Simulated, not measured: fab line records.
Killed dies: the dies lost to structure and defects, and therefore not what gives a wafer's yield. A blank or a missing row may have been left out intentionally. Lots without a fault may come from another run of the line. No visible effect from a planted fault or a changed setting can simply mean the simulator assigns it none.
3 desks, one fault | flow n5 finfet | each desk holds nothing but its own numbers, with what lay behind them at the end

## THE DEFECT DESK
Inspection counts along the route, by lot: the mean over sampled wafers that carry a number. Marked OUT: a lot whose mean sits more than 4 standard deviations from the usual mean, which makes it out of limits; the brackets give that distance.
Columns: A = raw defect count at N5_MOL_CONTACT_COAG_INSPECT_10, usual 64
lot  | first seen here | A
L352 | day 7 11:58     | 68
L354 | day 7 22:02     | 60
L355 | day 8 05:03     | 45
L356 | day 8 12:56     | 52
L357 | day 8 15:23     | 65
L364 | day 10 11:29    | 41
This desk's finding: nothing out of limits on any of the 6 lots.

## AT THE TOOL OWNER'S DESK: rie diel-02
The tool's own readings at N5_MOL_CONTACT_COAG_ETCH_110 (etches Si in CF4/O2, target depth 2.5 nm, time 8 s): means of the sampled wafers that have a number, for each lot that ran on this tool. Marked OUT: a lot whose mean sits more than 4 standard deviations from the usual mean, which makes it out of limits; the brackets give that distance.
Columns: A = drypump motor current A at N5_MOL_CONTACT_COAG_ETCH_110, usual 5.8 A; B = oes_f_703_au at N5_MOL_CONTACT_COAG_ETCH_110, usual 0.81 a.u.; C = oes product au at N5_MOL_CONTACT_COAG_ETCH_110, usual 0.80 a.u.; D = rf fwd power W at N5_MOL_CONTACT_COAG_ETCH_110, usual 198.0 W; E = rf vpp V at N5_MOL_CONTACT_COAG_ETCH_110, usual 125.9 V; F = showerhead plenum p Torr at N5_MOL_CONTACT_COAG_ETCH_110, usual 2.19 Torr; G = throttle valve pct at N5_MOL_CONTACT_COAG_ETCH_110, usual 10.7 %
lot  | first seen here | A   | B    | C    | D               | E                | F    | G
L352 | day 7 12:17     | 5.5 | 0.84 | 0.83 | 198.2           | 127.1            | 2.19 | 10.6
L356 | day 8 13:32     | 5.7 | 1.09 | 0.90 | 246.1 (+58) OUT | 111.1 (-6.4) OUT | 2.18 | 10.7
L357 | day 8 15:42     | 5.8 | 1.06 | 0.86 | 246.8 (+59) OUT | 112.5 (-5.8) OUT | 2.20 | 10.8
Finding of this desk: L356, L357 out of limits; the first was L356 at day 8 13:32, on rf fwd power W at N5_MOL_CONTACT_COAG_ETCH_110. Within limits: L352.

## AT THE METROLOGY DESK
Lot by lot, what the gauges showed, no matter which tool ran the lot: averages of those sampled wafers that carry a number. Marked OUT: a lot whose mean sits more than 4 standard deviations from the usual mean, which makes it out of limits; the brackets give that distance.
Columns: A = cd nm at N5_MOL_CONTACT_COAG_CD_MEAS_08, usual 28.07 nm; B = CA_OVL at N5_MOL_CONTACT_COAG_OVL_MEAS_09, usual -0.3 nm
lot  | first seen here | A     | B
L352 | day 7 11:53     | 27.68 | -0.3
L354 | day 7 21:58     | 27.96 | 0.3
L355 | day 8 04:58     | 27.84 | -0.5
L356 | day 8 12:50     | 28.38 | -0.2
L357 | day 8 15:18     | 27.97 | -0.2
L364 | day 10 11:23    | 27.82 | -0.5
This desk's finding: nothing out of limits on any of the 6 lots.

## PUT TOGETHER
At day 8 13:32, on L356, L357, the tool owner's desk was in a position to raise an alarm.
The defect desk saw nothing out of limits.
From the metrology desk's view, nothing was out of limits.
The defect desk has L356, L357 on record, within its limits.
The metrology desk has L356, L357 on record, within its limits.
All the named lots went through N5_MOL_CONTACT_COAG_ETCH_110 on rie diel-02.

## WHAT THE SIMULATOR HAD INSERTED
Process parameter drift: rie diel-02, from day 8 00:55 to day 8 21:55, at N5_MOL_CONTACT_COAG_ETCH_110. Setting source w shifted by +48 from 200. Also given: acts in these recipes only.
Lots struck among those shown: L356, L357.
Hours from the fault's start to each desk's first reading out of limits: the tool owner's desk, 13.
